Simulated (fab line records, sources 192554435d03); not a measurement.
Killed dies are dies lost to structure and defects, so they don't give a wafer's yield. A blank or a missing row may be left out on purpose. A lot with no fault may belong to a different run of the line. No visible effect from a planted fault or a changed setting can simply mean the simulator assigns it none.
Matching of chambers    flow n5_finfet    N5_HKMG_FIN_ALD_79 on ald_metal-02 has 4 sister chambers
The step deposits TiN, target thk 1.5 nm, pulse time 1 s, purge time 3 s. 8 wafers are shown with their chamber, then 12 later ones without.

WAFERS, EACH WITH ITS CHAMBER
wafer   chamber  heater_power_w (W)  precursor_pulse_height_rel
L085.1  2        818                 0.973
L087.1  2        811                 1.025
L089.5  0        765                 0.988
L090.4  0        790                 0.959
L090.6  1        883                 1.023
L091.2  3        875                 0.995
L091.3  1        904                 1.011
L091.6  3        874                 1.019

WAFERS MISSING THEIR CHAMBER
wafer   heater_power_w (W)  precursor_pulse_height_rel
L092.2  781                 1.028
L092.3  893                 1.037
L092.4  862                 1.008
L093.1  775                 0.980
L093.2  876                 0.995
L093.4  800                 1.015
L094.1  915                 1.016
L094.2  828                 0.996
L094.4  761                 0.982
L097.1  858                 0.989
L097.4  771                 1.003
L097.5  898                 0.993

CHAMBER TAKEN BY EACH
wafer   from the rows above      in truth
L092.2  can't be placed: 0 or 2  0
L092.3  can't be placed: 1 or 3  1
L092.4  can't be placed: 3 or 1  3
L093.1  0                        0
L093.2  can't be placed: 3 or 1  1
L093.4  can't be placed: 2 or 0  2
L094.1  can't be placed: 1 or 3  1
L094.2  2                        2
L094.4  0                        0
L097.1  can't be placed: 3 or 1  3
L097.4  0                        0
L097.5  can't be placed: 1 or 3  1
Placed correctly: 4 of 12. Unplaceable from these rows: 8, with the true chamber sitting among the candidates in 8. 0 placed wrongly.
How it was worked out, from the rows above alone: a wafer's distance from a chamber is the root of the sum, over the readings, of the square of ((its reading less the chamber's mean) divided by the reading's scatter). The wafer belongs to the nearest chamber; if the next one is less than 2 further off, it can't be placed. A chamber's mean is the mean of its shown wafers. The scatter: the root of (the sum of the squares of (reading less its chamber's mean) over the shown wafers, divided by (wafers less chambers)).
